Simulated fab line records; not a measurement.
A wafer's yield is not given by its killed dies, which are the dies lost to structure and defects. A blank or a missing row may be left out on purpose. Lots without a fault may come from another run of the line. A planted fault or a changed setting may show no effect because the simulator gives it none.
Matching of chambers	flow nandHarc	4 sister chambers for NHARC_P_GATE_DESCUM_48 on rieDiel-13
The step chemistry O2, time 3 s. 14 wafers are shown with their chamber, then 7 later ones without.

EACH WAFER AND ITS CHAMBER
wafer	chamber	showerheadPlenumPTorr (Torr)	drypumpMotorCurrentA (A)	oesProductAu (a.u.)
L075.1	0	1.85	5.7	0.982
L075.4	1	1.95	6.0	1.030
L075.5	2	2.00	5.7	1.018
L076.1	2	2.00	5.7	1.013
L076.4	0	1.85	5.8	0.996
L076.5	2	2.00	5.7	1.020
L085.2	3	1.79	5.6	1.000
L085.3	2	2.00	5.8	1.017
L085.6	2	2.00	5.7	1.013
L086.1	3	1.79	5.5	0.991
L086.3	2	2.00	5.7	1.008
L086.4	1	1.94	6.0	1.018
L088.2	2	2.00	5.7	0.996
L088.5	3	1.79	5.5	0.982

SIGNATURES (means of the wafers above)
reading	chamber 0	chamber 1	chamber 2	chamber 3	scatter within a chamber
showerheadPlenumPTorr	1.8500	1.9450	2.0000	1.7900	0.00224
drypumpMotorCurrentA	5.750	6.000	5.714	5.533	0.045
oesProductAu	0.98900	1.02400	1.01214	0.99100	0.00855
Rule: distance of a wafer from a chamber = root of the sum over the readings of ((wafer's reading minus chamber's mean) / reading's scatter) squared. If the next closest chamber is less than 2 further off than the closest, the wafer can't be placed; otherwise it belongs to the closest. The scatter is the square root of a quotient: the sum, over the shown wafers, of each reading's squared deviation from its chamber's mean, divided by wafers minus chambers.

WAFERS MISSING THEIR CHAMBER
wafer	showerheadPlenumPTorr (Torr)	drypumpMotorCurrentA (A)	oesProductAu (a.u.)
L088.6	2.00	5.7	1.000
L090.2	1.94	6.0	1.015
L090.4	1.85	5.9	0.991
L090.5	2.00	5.7	1.006
L092.2	1.79	5.5	0.993
L092.4	1.84	5.8	1.000
L092.6	2.00	5.7	1.007

THE CHAMBER EACH PASSED THROUGH
wafer	from the rows above	in truth
L088.6	2	2
L090.2	1	1
L090.4	0	0
L090.5	2	2
L092.2	3	3
L092.4	0	0
L092.6	2	2
Correct placement for 7 of the 7. Number that these rows cannot place: 0. Placed wrongly: 0.
